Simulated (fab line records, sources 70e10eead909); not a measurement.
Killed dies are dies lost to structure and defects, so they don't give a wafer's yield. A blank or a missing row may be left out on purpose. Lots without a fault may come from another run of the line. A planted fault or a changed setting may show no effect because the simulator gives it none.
fab line records | flow nand_harc
record lots=24 wafers=72 last_day=34
route steps=1302 shown A_CHANNEL_HOLE_D2@604 A_STAIRCASE@673
lots that met no fault: from a run of the same line without faults
start_h: hours from the record's first day to the start of the lot's first wafer shown | wait_h: hours since the lot's step before | " the same as in the row above | L1.1+2: a row that stands for several wafers | - no value, or no start given | * or withheld: withheld | < > ~ a bound
route shown NAME@n: a module of which the file shows steps, and the number in the route of the first | usual: mean/standard deviation of fault-free wafers | same: alike in all rows | chamber/n: place in a boat | sites: the reading at each site | _std_site: their standard deviation | _edge_site: outer sites' mean less inner sites' | radius_mm: how far each site lies from the wafer's centre | mask NAME#n: copy n | behind: the tool/chamber that last shaped the wafer | hold: why the lot was held/for how many hours/how that ended | device: the transistor (n, p or np) that didn't switch | end of line: the same wafers' tests at the end of the route | a step without rows: its recipe alone | killed: dies lost to structure and defects at the first sort, not the wafer's yield | map: a wafer's dies, x killed, . not, _ none there
set.NAME: the setting as run; set.NAME@STEP: as run at that earlier step | model.NAME: the simulator's own value behind a step, which no gauge read
steps of the route over a sample of lots; a table a step, a row a wafer
services: from which hour (start_h, from the record's first day; less than 0 if before it) a tool's chamber was out of use, for how many hours, and why
## steps
# step NHARC_A_CHANNEL_HOLE_D2_STRIP_28
# recipe o2_flow_sccm=500 ar_flow_sccm=0 bias_w=0 chemistry=O2
# usual drypump_motor_current_A=6.1/0.35 oes_product_au=0.998/0.012 rf_vpp_V=57.8/0.86 showerhead_plenum_p_Torr=3.54/0.11 throttle_valve_pct=17.037/0.0084
# columns lot.wafer tool chamber start_h wait_h drypump_motor_current_A oes_product_au rf_hours_counter_h rf_vpp_V showerhead_plenum_p_Torr throttle_valve_pct
L074.2 rie_diel-12 0 - - 5.9 0.997 2 58.1 3.64 17.046
L074.1 " 2 " " 5.7 1.022 2 59.4 3.50 17.025
L074.5 " 0 " " 5.9 1.012 - 56.7 3.64 17.037
L075.3 rie_diel-04 2 - - 5.6 0.994 7 57.9 3.73 17.040
L075.1 " 3 " " 5.9 0.994 8 59.1 3.54 17.041
L075.4 " 1 " " 6.4 0.970 8 58.0 3.72 17.035
L076.2 rie_diel-04 0 - - 5.9 0.999 9 58.5 3.44 17.040
L076.5 " 0 " " 5.9 1.000 - 57.7 3.44 17.039
L076.6 " 1 " " 6.4 0.991 - 58.2 3.72 17.044
L077.1 rie_diel-08 0 - - 5.7 0.978 7 56.7 3.47 17.039
L077.2 " 1 " " 5.9 0.996 8 58.1 3.59 17.031
L077.4 " 2 " " 6.6 0.997 7 57.6 3.59 17.033
L078.3 rie_diel-04 3 - - 5.9 1.004 9 56.8 3.54 17.056
L078.4 " 1 " " 6.4 0.990 9 58.3 3.72 17.051
L078.6 " 0 " " 5.9 1.004 - 56.9 3.43 17.028
L080.1 rie_diel-08 3 - - 6.6 1.000 8 57.6 3.31 17.057
L080.4 " 2 " " 6.5 0.998 7 56.1 3.59 17.039
L080.6 " 3 " " 6.6 0.994 - 57.1 3.31 17.035
L079.1 rie_diel-04 2 - - 5.6 0.995 9 56.9 3.73 17.038
L079.2 " 1 " " 6.4 0.989 10 60.3 3.72 17.032
L079.6 " 3 " " 5.8 0.995 - 57.9 3.54 17.037
L081.1 rie_diel-08 1 - - 5.9 1.010 9 57.6 3.59 17.035
L081.4 " 3 " " 6.6 1.003 8 57.1 3.31 17.042
L081.6 " 1 " " 5.9 0.999 - 58.0 3.59 17.041
L082.4 rie_diel-12 3 - - 6.3 1.002 6 57.9 3.57 17.038
L082.1 " 0 " " 5.9 0.980 7 59.0 3.63 17.049
L082.2 " 1 " " 6.5 0.977 6 58.4 3.51 17.019
L083.4 rie_diel-04 3 - - 5.9 1.002 4 58.7 3.54 17.044
L083.2 " 1 " " 6.4 1.013 2 58.7 3.72 17.043
L083.5 " 3 " " 5.9 0.985 - 56.7 3.54 17.038
L084.4 rie_diel-08 2 - - 6.6 1.006 1 58.6 3.59 17.030
L084.3 " 0 " " 5.7 0.984 1 57.7 3.47 17.025
L084.2 " 1 " " 5.9 0.997 1 59.1 3.59 17.030
L086.2 rie_diel-12 1 - - 6.5 0.988 8 58.8 3.51 17.046
L086.4 " 2 " " 5.7 1.019 8 58.2 3.50 17.049
L086.1 " 3 " " 6.4 1.001 7 58.4 3.57 17.032
L085.1 rie_diel-12 0 - - 6.0 0.990 8 57.5 3.63 17.026
L085.5 " 3 " " 6.4 1.015 - 56.5 3.57 17.030
L085.6 " 0 " " 6.0 0.992 - 57.2 3.63 17.050
L087.4 rie_diel-12 3 - - 6.4 1.022 8 57.3 3.57 17.033
L087.2 " 0 " " 5.9 0.980 9 58.6 3.63 17.031
L087.6 " 3 " " 6.3 1.017 - 58.6 3.57 17.045
L089.4 rie_diel-08 3 - - 6.6 1.003 4 56.9 3.30 17.041
L089.3 " 0 " " 5.7 0.971 3 58.3 3.47 17.050
L089.5 " 0 " " 5.7 0.968 - 57.3 3.47 17.032
L088.4 rie_diel-04 1 - - 6.4 1.003 6 57.4 3.71 17.047
L088.3 " 2 " " 5.6 0.996 7 57.8 3.73 17.040
L088.1 " 3 " " 5.8 0.993 8 56.4 3.54 17.034
L091.3 rie_diel-12 3 - - 6.3 0.989 0 59.1 3.57 17.035
L091.5 " 2 " " 5.7 1.001 - 58.6 3.50 17.021
L091.6 " 3 " " 6.4 0.996 - 59.0 3.57 17.030
L090.4 rie_diel-08 2 - - 6.5 0.999 4 58.1 3.59 17.027
L090.1 " 1 " " 5.9 0.980 3 57.7 3.59 17.037
L090.6 " 3 " " 6.6 1.004 - 57.1 3.30 17.020
L093.3 rie_diel-12 1 - - 6.5 0.988 2 59.4 3.51 17.032
L093.2 " 3 " " 6.3 1.007 2 57.8 3.56 17.030
L093.6 " 0 " " 6.0 1.007 - 57.7 3.63 17.036
L092.1 rie_diel-12 3 - - 6.3 1.018 2 58.2 3.56 17.027
L092.5 " 0 " " 6.0 0.997 - 56.9 3.63 17.038
L092.6 " 1 " " 6.5 0.998 - 57.8 3.51 17.055
L094.2 rie_diel-12 1 - - 6.5 0.981 3 57.1 3.51 17.022
L094.5 " 2 " " 5.8 0.998 - 57.0 3.50 17.042
L094.6 " 3 " " 6.4 1.011 - 57.5 3.56 17.051
L095.3 rie_diel-04 1 - - 6.4 0.998 11 58.6 3.71 17.034
L095.2 " 2 " " 5.6 1.005 12 57.3 3.72 17.033
L095.6 " 1 " " 6.4 0.995 - 59.5 3.71 17.051
L096.1 rie_diel-08 2 - - 6.6 0.989 7 58.8 3.59 17.033
L096.3 " 0 " " 5.7 0.962 8 59.0 3.46 17.037
L096.6 " 3 " " 6.6 0.997 - 57.8 3.30 17.035
L097.2 rie_diel-08 1 - - 5.9 0.995 8 58.3 3.59 17.038
L097.5 " 2 " " 6.5 0.998 - 58.0 3.59 17.025
L097.6 " 3 " " 6.7 1.008 - 57.6 3.30 17.039
# step NHARC_A_STAIRCASE_ETCH_17
# recipe target_depth_a=1000 time_s=40.5 ion_energy_ev=400 c4f8_flow_sccm=20 o2_flow_sccm=10 ar_flow_sccm=withheld rf_w=600 bias_w=1000 chemistry=C4F8/O2
# usual oes_product_au=0.945/0.016 rf_vpp_V=896/5.9
# columns lot.wafer tool chamber start_h wait_h oes_product_au rf_hours_counter_h rf_vpp_V
L074.1 rie_diel-13 3 - - 0.952 2 900
L074.2 " 2 " " 0.925 2 902
L074.5 " 0 " " 0.947 - 886
L075.3 rie_diel-01 1 - - 0.953 47 897
L075.4 " 2 " " 0.923 44 894
L075.1 " 3 " " 0.937 45 900
L076.2 rie_diel-02 0 - - 0.961 44 888
L076.6 " 0 " " 0.966 - 889
L076.5 " 1 " " 0.958 - 898
L078.4 rie_diel-02 3 - - 0.936 46 903
L078.3 " 1 " " 0.955 46 899
L078.6 " 0 " " 0.950 - 889
L077.4 rie_diel-13 3 - - 0.966 9 902
L077.1 " 0 " " 0.954 10 889
L077.2 " 1 " " 0.967 8 903
L080.1 rie_diel-02 2 - - 0.934 0 890
L080.4 " 1 " " 0.938 0 898
L080.6 " 2 " " 0.953 - 889
L079.1 rie_diel-01 2 - - 0.940 10 893
L079.2 " 3 " " 0.923 9 899
L079.6 " 0 " " 0.945 - 892
L081.1 rie_diel-13 0 - - 0.957 25 888
L081.4 " 2 " " 0.941 24 903
L081.6 " 0 " " 0.950 - 886
L082.1 rie_diel-02 1 - - 0.949 15 900
L082.2 " 2 " " 0.958 12 890
L082.4 " 3 " " 0.959 11 903
L083.4 rie_diel-01 0 - - 0.948 23 890
L083.2 " 3 " " 0.925 24 900
L083.5 " 0 " " 0.944 - 888
L086.1 rie_diel-13 2 - - 0.920 36 902
L086.4 " 3 " " 0.967 24 900
L086.2 " 0 " " 0.944 35 888
L084.2 rie_diel-02 2 - - 0.952 14 890
L084.4 " 0 " " 0.940 16 889
L084.3 " 1 " " 0.961 17 898
L085.1 rie_diel-13 0 - - 0.958 40 887
L085.6 " 0 " " 0.963 - 887
L085.5 " 1 " " 0.961 - 902
L087.2 rie_diel-02 1 - - 0.961 27 899
L087.4 " 2 " " 0.928 26 888
L087.6 " 0 " " 0.952 - 888
L088.4 rie_diel-01 0 - - 0.956 38 890
L088.1 " 1 " " 0.940 33 897
L088.3 " 2 " " 0.950 45 891
L089.3 rie_diel-13 2 - - 0.948 53 902
L089.5 " 1 " " 0.960 - 904
L089.4 " 3 " " 0.986 - 900
L091.3 rie_diel-02 1 - - 0.972 32 899
L091.5 " 2 " " 0.949 - 889
L091.6 " 3 " " 0.936 - 903
L090.1 rie_diel-01 3 - - 0.912 48 898
L090.4 " 0 " " 0.931 43 891
L090.6 " 3 " " 0.910 - 897
L093.2 rie_diel-13 0 - - 0.954 6 887
L093.3 " 2 " " 0.942 4 902
L093.6 " 1 " " 0.944 - 902
L092.1 rie_diel-01 1 - - 0.924 49 897
L092.6 " 1 " " 0.925 - 897
L092.5 " 0 " " 0.926 - 891
L094.2 rie_diel-02 2 - - 0.931 52 887
L094.6 " 2 " " 0.933 - 888
L094.5 " 3 " " 0.920 - 904
L095.3 rie_diel-01 1 - - 0.941 1 897
L095.2 " 2 " " 0.942 1 891
L095.6 " 3 " " 0.919 - 898
L096.3 rie_diel-02 1 - - 0.951 56 897
L096.1 " 2 " " 0.933 60 890
L096.6 " 1 " " 0.955 - 897
L097.2 rie_diel-02 3 - - 0.924 1 903
L097.6 " 1 " " 0.957 - 899
L097.5 " 2 " " 0.949 - 889
# step NHARC_A_STAIRCASE_TRIM_18
# recipe time_s=211.2 o2_flow_sccm=500 ar_flow_sccm=0 bias_w=0 chemistry=O2
# usual drypump_motor_current_A=5.6/0.38 oes_product_au=1.002/0.016 rf_vpp_V=57.7/0.83 showerhead_plenum_p_Torr=3.53/0.16 throttle_valve_pct=17.037/0.0097
# columns lot.wafer tool chamber start_h wait_h drypump_motor_current_A oes_product_au rf_hours_counter_h rf_vpp_V showerhead_plenum_p_Torr throttle_valve_pct
L074.2 rie_diel-13 2 - - 5.5 0.998 2 58.3 3.74 17.043
L074.1 " 3 " " 5.2 1.024 2 58.3 3.67 17.044
L074.5 " 0 " " 6.3 1.008 - 58.3 3.32 17.045
L075.4 rie_diel-01 3 - - 5.1 0.986 45 58.1 3.62 17.048
L075.3 " 0 " " 6.2 1.007 45 56.5 3.40 17.029
L075.1 " 1 " " 5.7 1.018 47 58.5 3.58 17.033
L076.2 rie_diel-02 1 - - 5.4 1.007 44 58.6 3.61 17.043
L076.5 " 0 " " 5.6 1.007 - 56.8 3.34 17.030
L076.6 " 1 " " 5.4 1.009 - 59.0 3.62 17.031
L078.3 rie_diel-02 2 - - 6.0 1.027 49 57.3 3.37 17.055
L078.4 " 3 " " 5.3 0.993 46 57.9 3.75 17.025
L078.6 " 0 " " 5.6 1.008 - 56.9 3.34 17.043
L077.1 rie_diel-13 3 - - 5.2 1.028 10 58.3 3.67 17.040
L077.2 " 1 " " 6.2 1.002 8 58.6 3.74 17.051
L077.4 " 2 " " 5.5 1.002 9 57.6 3.74 17.040
L080.4 rie_diel-02 0 - - 5.6 0.998 1 57.9 3.34 17.049
L080.1 " 2 " " 6.0 1.003 0 59.1 3.36 17.042
L080.6 " 3 " " 5.3 0.981 - 57.7 3.75 17.040
L079.2 rie_diel-01 3 - - 5.1 0.984 9 57.5 3.62 17.019
L079.1 " 0 " " 6.2 0.992 7 56.2 3.39 17.025
L079.6 " 3 " " 5.1 0.979 - 58.6 3.62 17.051
L081.4 rie_diel-13 0 - - 6.3 1.012 25 56.3 3.30 17.025
L081.1 " 2 " " 5.5 0.998 24 57.4 3.73 17.027
L081.6 " 3 " " 5.2 1.031 - 58.2 3.67 17.032
L082.4 rie_diel-02 2 - - 6.0 1.018 12 58.2 3.36 17.035
L082.2 " 3 " " 5.3 0.995 11 58.6 3.74 17.048
L082.1 " 0 " " 5.6 0.996 15 58.3 3.33 17.040
L083.2 rie_diel-01 2 - - 5.7 1.000 25 58.2 3.41 17.044
L083.4 " 0 " " 6.1 0.994 23 57.7 3.38 17.030
L083.5 " 2 " " 5.7 1.004 - 58.7 3.41 17.033
L086.1 rie_diel-13 1 - - 6.1 0.994 34 57.1 3.72 17.033
L086.4 " 3 " " 5.2 1.037 24 57.9 3.66 17.040
L086.2 " 0 " " 6.3 1.006 35 55.3 3.30 17.017
L084.3 rie_diel-02 2 - - 6.0 1.002 14 57.4 3.36 17.038
L084.4 " 0 " " 5.6 0.981 17 56.7 3.33 17.025
L084.2 " 1 " " 5.4 1.012 17 59.2 3.60 17.042
L085.1 rie_diel-13 1 - - 6.2 1.010 39 58.3 3.72 17.043
L085.6 " 2 " " 5.5 1.000 - 58.9 3.71 17.033
L085.5 " 3 " " 5.2 1.049 - 58.9 3.66 17.031
L087.4 rie_diel-02 2 - - 5.9 0.997 26 57.3 3.35 17.024
L087.2 " 3 " " 5.3 1.003 24 57.2 3.73 17.051
L087.6 " 3 " " 5.3 0.991 - 57.4 3.73 17.037
L088.1 rie_diel-01 1 - - 5.7 1.001 33 57.7 3.55 17.020
L088.3 " 3 " " 5.1 0.968 44 58.6 3.60 17.043
L088.4 " 0 " " 6.2 1.001 38 56.8 3.37 17.050
L089.3 rie_diel-13 1 - - 6.1 1.010 47 57.4 3.72 17.024
L089.5 " 2 " " 5.5 1.009 - 57.4 3.71 17.042
L089.4 " 3 " " 5.2 1.046 - 58.1 3.65 17.045
L091.3 rie_diel-02 2 - - 6.0 1.008 33 57.8 3.35 17.028
L091.6 " 1 " " 5.3 1.023 - 57.6 3.59 17.056
L091.5 " 2 " " 6.0 1.000 - 55.7 3.35 17.032
L090.4 rie_diel-01 1 - - 5.7 0.978 38 58.2 3.55 17.015
L090.1 " 2 " " 5.7 0.991 49 56.7 3.40 17.039
L090.6 " 0 " " 6.2 0.988 - 57.4 3.37 17.046
L093.2 rie_diel-13 2 - - 5.5 1.012 4 58.8 3.70 17.047
L093.3 " 0 " " 6.3 1.009 6 56.4 3.29 17.036
L093.6 " 2 " " 5.5 1.016 - 57.9 3.70 17.043
L092.1 rie_diel-01 1 - - 5.7 0.986 49 57.9 3.55 17.054
L092.5 " 3 " " 5.2 0.972 - 57.9 3.59 17.030
L092.6 " 0 " " 6.2 0.986 - 57.6 3.37 17.039
L094.2 rie_diel-02 2 - - 6.0 0.997 52 55.2 3.34 17.036
L094.5 " 2 " " 6.0 1.011 - 57.2 3.34 17.025
L094.6 " 3 " " 5.2 0.994 - 57.3 3.72 17.033
L095.2 rie_diel-01 0 - - 6.2 0.996 2 56.8 3.36 17.039
L095.3 " 2 " " 5.7 0.993 2 58.3 3.39 17.034
L095.6 " 3 " " 5.1 0.985 - 57.4 3.58 17.039
L096.3 rie_diel-02 0 - - 5.6 0.984 53 57.2 3.31 17.038
L096.1 " 1 " " 5.4 1.014 56 57.4 3.58 17.040
L096.6 " 3 " " 5.3 0.985 - 57.5 3.71 17.035
L097.2 rie_diel-02 1 - - 5.4 1.014 1 58.2 3.58 17.034
L097.5 " 0 " " 5.6 0.992 - 57.8 3.31 17.046
L097.6 " 1 " " 5.4 1.009 - 57.2 3.58 17.028
# step NHARC_A_STAIRCASE_TRIM_22
# recipe time_s=211.2 o2_flow_sccm=500 ar_flow_sccm=0 bias_w=0 chemistry=O2
# usual drypump_motor_current_A=5.6/0.37 oes_product_au=1.000/0.014 rf_vpp_V=57.7/0.87 showerhead_plenum_p_Torr=3.52/0.16 throttle_valve_pct=17.036/0.0086
# columns lot.wafer tool chamber start_h wait_h drypump_motor_current_A oes_product_au rf_hours_counter_h rf_vpp_V showerhead_plenum_p_Torr throttle_valve_pct
L074.1 rie_diel-02 1 - - 5.4 1.018 41 58.1 3.62 17.028
L074.2 " 0 " " 5.6 1.013 42 56.7 3.34 17.036
L074.5 " 0 " " 5.6 1.012 - 57.5 3.34 17.058
L075.3 rie_diel-01 3 - - 5.2 0.984 45 57.3 3.62 17.043
L075.1 " 0 " " 6.2 0.998 45 57.7 3.40 17.024
L075.4 " 2 " " 5.7 0.980 44 57.0 3.43 17.041
L076.2 rie_diel-13 2 - - 5.5 0.998 5 59.7 3.74 17.040
L076.6 " 3 " " 5.2 1.037 - 57.0 3.67 17.042
L076.5 " 0 " " 6.3 1.010 - 56.5 3.31 17.033
L078.3 rie_diel-02 0 - - 5.6 0.999 47 57.9 3.34 17.023
L078.4 " 1 " " 5.3 1.006 46 58.4 3.61 17.037
L078.6 " 3 " " 5.3 0.989 - 57.3 3.75 17.034
L077.4 rie_diel-02 0 - - 5.6 1.016 48 58.2 3.34 17.036
L077.2 " 1 " " 5.3 1.016 47 57.5 3.61 17.038
L077.1 " 3 " " 5.3 0.996 46 58.6 3.75 17.023
L080.4 rie_diel-02 0 - - 5.6 0.997 1 57.8 3.34 17.035
L080.1 " 1 " " 5.4 1.004 1 57.2 3.61 17.024
L080.6 " 0 " " 5.6 1.006 - 57.7 3.33 17.042
L079.2 rie_diel-01 3 - - 5.1 0.982 9 57.4 3.62 17.040
L079.1 " 1 " " 5.7 0.998 8 58.2 3.57 17.040
L079.6 " 0 " " 6.2 1.010 - 57.2 3.39 17.023
L081.4 rie_diel-13 1 - - 6.1 1.009 24 56.9 3.73 17.041
L081.1 " 3 " " 5.2 1.030 12 57.3 3.67 17.042
L081.6 " 1 " " 6.1 1.017 - 59.5 3.73 17.030
L082.1 rie_diel-02 2 - - 6.0 1.006 12 57.5 3.36 17.039
L082.4 " 3 " " 5.3 0.994 11 58.4 3.74 17.028
L082.2 " 0 " " 5.6 0.984 15 57.0 3.33 17.036
L083.2 rie_diel-01 3 - - 5.2 0.985 24 57.7 3.61 17.034
L083.4 " 0 " " 6.2 0.996 23 58.4 3.38 17.050
L083.5 " 1 " " 5.6 0.990 - 56.0 3.56 17.031
L086.4 rie_diel-02 0 - - 5.7 0.994 16 57.0 3.33 17.028
L086.1 " 1 " " 5.3 1.002 17 58.7 3.60 17.041
L086.2 " 2 " " 6.0 1.000 13 58.1 3.36 17.022
L084.4 rie_diel-01 1 - - 5.6 0.989 19 55.6 3.56 17.018
L084.3 " 2 " " 5.7 1.004 26 58.8 3.41 17.048
L084.2 " 3 " " 5.1 0.977 25 56.9 3.61 17.033
L085.1 rie_diel-01 1 - - 5.6 0.980 23 58.6 3.56 17.050
L085.5 " 0 " " 6.2 1.005 - 56.6 3.38 17.038
L085.6 " 1 " " 5.6 0.975 - 57.6 3.56 17.053
L087.4 rie_diel-02 0 - - 5.6 0.986 25 56.1 3.32 17.027
L087.2 " 1 " " 5.3 1.003 27 57.5 3.60 17.041
L087.6 " 3 " " 5.3 0.995 - 57.6 3.73 17.021
L088.3 rie_diel-01 3 - - 5.1 0.958 44 59.1 3.60 17.044
L088.4 " 0 " " 6.2 0.997 39 57.5 3.37 17.028
L088.1 " 2 " " 5.7 0.988 45 56.7 3.40 17.030
L089.3 rie_diel-13 3 - - 5.2 1.041 41 58.6 3.65 17.030
L089.4 " 3 " " 5.2 1.034 - 58.9 3.65 17.055
L089.5 " 1 " " 6.1 1.007 - 57.7 3.72 17.033
L091.3 rie_diel-02 3 - - 5.3 0.987 32 58.1 3.73 17.040
L091.6 " 0 " " 5.6 1.000 - 56.9 3.32 17.048
L091.5 " 1 " " 5.4 1.017 - 57.0 3.59 17.036
L090.4 rie_diel-02 2 - - 6.0 1.001 34 57.0 3.35 17.036
L090.1 " 3 " " 5.2 0.995 33 57.5 3.73 17.035
L090.6 " 0 " " 5.7 0.997 - 58.2 3.32 17.029
L093.2 rie_diel-02 1 - - 5.4 1.021 48 57.4 3.58 17.035
L093.3 " 2 " " 6.0 1.002 49 57.2 3.34 17.036
L093.6 " 0 " " 5.6 0.985 - 57.2 3.31 17.033
L092.1 rie_diel-02 0 - - 5.6 0.977 45 56.8 3.31 17.035
L092.6 " 1 " " 5.4 1.011 - 57.5 3.58 17.048
L092.5 " 2 " " 6.0 1.004 - 57.3 3.34 17.040
L094.2 rie_diel-01 2 - - 5.7 1.000 63 58.3 3.39 17.050
L094.5 " 2 " " 5.7 0.999 - 57.9 3.39 17.044
L094.6 " 3 " " 5.1 0.986 - 57.2 3.59 17.023
L095.2 rie_diel-13 0 - - 6.3 1.006 15 56.7 3.28 17.052
L095.3 " 2 " " 5.5 0.992 15 59.6 3.70 17.029
L095.6 " 1 " " 6.1 1.007 - 58.7 3.70 17.024
L096.1 rie_diel-01 2 - - 5.7 0.999 3 57.9 3.39 17.039
L096.3 " 1 " " 5.7 1.008 2 58.2 3.54 17.045
L096.6 " 3 " " 5.2 0.996 - 58.1 3.58 17.041
L097.2 rie_diel-13 1 - - 6.2 1.012 24 55.9 3.70 17.040
L097.6 " 2 " " 5.5 1.003 - 57.8 3.69 17.034
L097.5 " 3 " " 5.2 1.016 - 57.7 3.64 17.036
# step NHARC_A_STAIRCASE_ETCH_188
# recipe target_depth_a=1000 time_s=40.5 ion_energy_ev=400 c4f8_flow_sccm=20 o2_flow_sccm=10 ar_flow_sccm=withheld rf_w=600 bias_w=1000 chemistry=C4F8/O2
# usual oes_product_au=0.942/0.016 rf_vpp_V=896/6.1
# columns lot.wafer tool chamber start_h wait_h oes_product_au rf_hours_counter_h rf_vpp_V
L074.2 rie_diel-13 2 - - 0.936 3 905
L074.1 " 0 " " 0.943 4 887
L074.5 " 3 " " 0.961 - 902
L075.3 rie_diel-13 0 - - 0.950 4 887
L075.4 " 1 " " 0.948 4 904
L075.1 " 2 " " 0.927 3 904
L076.2 rie_diel-02 3 - - 0.912 43 904
L076.5 " 2 " " 0.952 - 890
L076.6 " 3 " " 0.915 - 904
L078.3 rie_diel-01 1 - - 0.955 0 899
L078.4 " 2 " " 0.947 0 892
L078.6 " 1 " " 0.962 - 898
L077.1 rie_diel-01 3 - - 0.902 5 902
L077.2 " 0 " " 0.936 3 890
L077.4 " 2 " " 0.919 5 892
L079.1 rie_diel-13 2 - - 0.936 18 904
L079.2 " 0 " " 0.932 19 888
L079.6 " 2 " " 0.927 - 903
L080.1 rie_diel-13 0 - - 0.934 20 888
L080.6 " 1 " " 0.942 - 903
L080.4 " 2 " " 0.919 - 902
L081.4 rie_diel-13 0 - - 0.944 26 888
L081.1 " 1 " " 0.946 24 903
L081.6 " 1 " " 0.945 - 902
L082.1 rie_diel-01 2 - - 0.932 24 892
L082.4 " 0 " " 0.939 22 891
L082.2 " 1 " " 0.919 17 898
L083.4 rie_diel-02 3 - - 0.945 13 904
L083.2 " 0 " " 0.938 17 890
L083.5 " 2 " " 0.968 - 890
L086.1 rie_diel-13 1 - - 0.946 35 904
L086.4 " 2 " " 0.941 37 902
L086.2 " 3 " " 0.987 25 900
L084.4 rie_diel-02 0 - - 0.936 17 889
L084.3 " 2 " " 0.935 15 889
L084.2 " 3 " " 0.934 14 903
L085.1 rie_diel-02 1 - - 0.962 21 897
L085.6 " 2 " " 0.948 - 891
L085.5 " 3 " " 0.943 - 903
L087.4 rie_diel-02 3 - - 0.950 25 903
L087.2 " 1 " " 0.960 28 899
L087.6 " 3 " " 0.947 - 903
L088.1 rie_diel-01 2 - - 0.935 45 894
L088.4 " 0 " " 0.958 39 891
L088.3 " 1 " " 0.943 34 896
L089.3 rie_diel-13 1 - - 0.946 48 901
L089.5 " 1 " " 0.949 - 903
L089.4 " 2 " " 0.941 - 903
L091.3 rie_diel-01 3 - - 0.906 48 898
L091.6 " 0 " " 0.948 - 890
L091.5 " 1 " " 0.921 - 896
L090.4 rie_diel-02 3 - - 0.924 34 904
L090.1 " 1 " " 0.942 34 899
L090.6 " 2 " " 0.932 - 889
L093.3 rie_diel-02 1 - - 0.973 49 897
L093.2 " 3 " " 0.930 47 904
L093.6 " 0 " " 0.929 - 888
L092.1 rie_diel-13 0 - - 0.965 7 887
L092.6 " 1 " " 0.967 - 902
L092.5 " 2 " " 0.960 - 902
L094.2 rie_diel-02 0 - - 0.927 48 887
L094.5 " 0 " " 0.933 - 888
L094.6 " 1 " " 0.954 - 899
L095.2 rie_diel-01 3 - - 0.938 3 897
L095.3 " 1 " " 0.955 3 897
L095.6 " 0 " " 0.963 - 891
L096.1 rie_diel-13 1 - - 0.971 17 901
L096.3 " 3 " " 0.951 15 901
L096.6 " 1 " " 0.963 - 901
L097.2 rie_diel-01 3 - - 0.939 9 899
L097.6 " 3 " " 0.926 - 898
L097.5 " 0 " " 0.937 - 890
# step NHARC_A_STAIRCASE_ETCH_197
# recipe target_depth_a=1000 time_s=40.5 ion_energy_ev=400 c4f8_flow_sccm=20 o2_flow_sccm=10 ar_flow_sccm=withheld rf_w=600 bias_w=1000 chemistry=C4F8/O2
# usual oes_product_au=0.951/0.019 rf_vpp_V=895/5.4
# columns lot.wafer tool chamber start_h wait_h oes_product_au rf_hours_counter_h rf_vpp_V
L074.1 rie_diel-02 0 - - 0.989 43 888
L074.2 " 1 " " 0.970 42 899
L074.5 " 0 " " 0.976 - 887
L075.1 rie_diel-01 1 - - 0.975 48 896
L075.3 " 2 " " 0.937 45 892
L075.4 " 0 " " 0.972 46 892
L076.2 rie_diel-02 0 - - 0.961 45 891
L076.5 " 2 " " 0.972 - 890
L076.6 " 3 " " 0.940 - 904
L078.3 rie_diel-13 2 - - 0.957 14 905
L078.4 " 2 " " 0.956 - 903
L078.6 " 0 " " 0.962 - 887
L077.4 rie_diel-01 2 - - 0.941 6 891
L077.2 " 3 " " 0.920 6 898
L077.1 " 0 " " 0.943 4 892
L079.1 rie_diel-01 1 - - 0.952 9 898
L079.2 " 2 " " 0.943 11 891
L079.6 " 2 " " 0.951 - 892
L080.4 rie_diel-01 0 - - 0.968 10 890
L080.1 " 1 " " 0.952 10 898
L080.6 " 3 " " 0.929 - 899
L081.4 rie_diel-13 2 - - 0.947 25 902
L081.1 " 1 " " 0.958 25 905
L081.6 " 2 " " 0.957 - 904
L082.2 rie_diel-13 3 - - 0.948 23 902
L082.4 " 0 " " 0.928 34 889
L082.1 " 1 " " 0.927 33 903
L083.4 rie_diel-01 0 - - 0.957 24 890
L083.2 " 3 " " 0.945 25 898
L083.5 " 1 " " 0.948 - 898
L086.1 rie_diel-02 2 - - 0.976 15 889
L086.4 " 3 " " 0.952 14 904
L086.2 " 0 " " 0.948 17 889
L084.3 rie_diel-02 0 - - 0.925 18 889
L084.4 " 1 " " 0.946 19 899
L084.2 " 2 " " 0.925 15 889
L085.1 rie_diel-01 0 - - 0.957 30 889
L085.6 " 0 " " 0.958 - 890
L085.5 " 1 " " 0.929 - 897
L087.2 rie_diel-01 2 - - 0.932 43 891
L087.4 " 1 " " 0.922 32 896
L087.6 " 3 " " 0.890 - 899
L088.3 rie_diel-02 1 - - 0.991 30 897
L088.4 " 2 " " 0.970 31 890
L088.1 " 3 " " 0.946 30 902
L089.3 rie_diel-01 0 - - 0.966 40 890
L089.4 " 1 " " 0.971 34 899
L089.5 " 0 " " 0.964 - 889
L091.3 rie_diel-01 1 - - 0.917 38 896
L091.5 " 0 " " 0.926 - 890
L091.6 " 1 " " 0.919 - 895
L090.1 rie_diel-02 1 - - 0.953 34 898
L090.4 " 3 " " 0.937 34 903
L090.6 " 0 " " 0.941 - 888
L093.2 rie_diel-02 1 - - 0.961 50 897
L093.3 " 0 " " 0.934 46 887
L093.6 " 2 " " 0.941 - 890
L092.1 rie_diel-02 3 - - 0.961 48 903
L092.6 " 3 " " 0.960 - 901
L092.5 " 0 " " 0.942 - 889
L094.2 rie_diel-01 0 - - 0.961 57 889
L094.6 " 2 " " 0.978 - 891
L094.5 " 3 " " 0.945 - 899
L095.2 rie_diel-13 2 - - 0.948 16 901
L095.3 " 0 " " 0.960 16 888
L095.6 " 2 " " 0.949 - 903
L096.1 rie_diel-01 3 - - 0.960 4 897
L096.3 " 0 " " 0.956 4 890
L096.6 " 1 " " 0.973 - 896
L097.2 rie_diel-01 1 - - 0.956 10 898
L097.6 " 1 " " 0.949 - 897
L097.5 " 2 " " 0.956 - 890
## services
# columns tool chamber start_h hours kind
rie_diel-12 2 293.96 1.9 repair
rie_diel-13 1 306.29 4.5 repair
rie_diel-08 2 307.16 6.4 repair
rie_diel-01 1 334.47 3.8 repair
rie_diel-12 3 335.88 17.3 repair
rie_diel-08 0 339.88 4.7 repair
rie_diel-08 2 341.29 9.0 repair
rie_diel-13 - 342.01 9.0 pm
rie_diel-02 3 351.81 12.9 repair
rie_diel-04 - 354.90 9.0 pm
rie_diel-08 - 367.80 9.0 pm
rie_diel-13 1 378.30 5.1 repair
rie_diel-01 - 380.90 9.0 pm
rie_diel-13 3 391.08 21.6 repair
rie_diel-02 - 393.92 9.0 pm
rie_diel-01 1 431.94 13.4 repair
rie_diel-04 - 444.11 1.2 repair
rie_diel-12 - 445.40 9.0 pm
rie_diel-13 1 492.24 6.6 repair
rie_diel-13 0 495.00 16.7 repair
rie_diel-04 - 531.90 9.0 pm
rie_diel-08 - 544.80 9.0 pm
rie_diel-01 - 557.90 9.0 pm
rie_diel-02 - 573.51 9.0 pm
## key
fault none
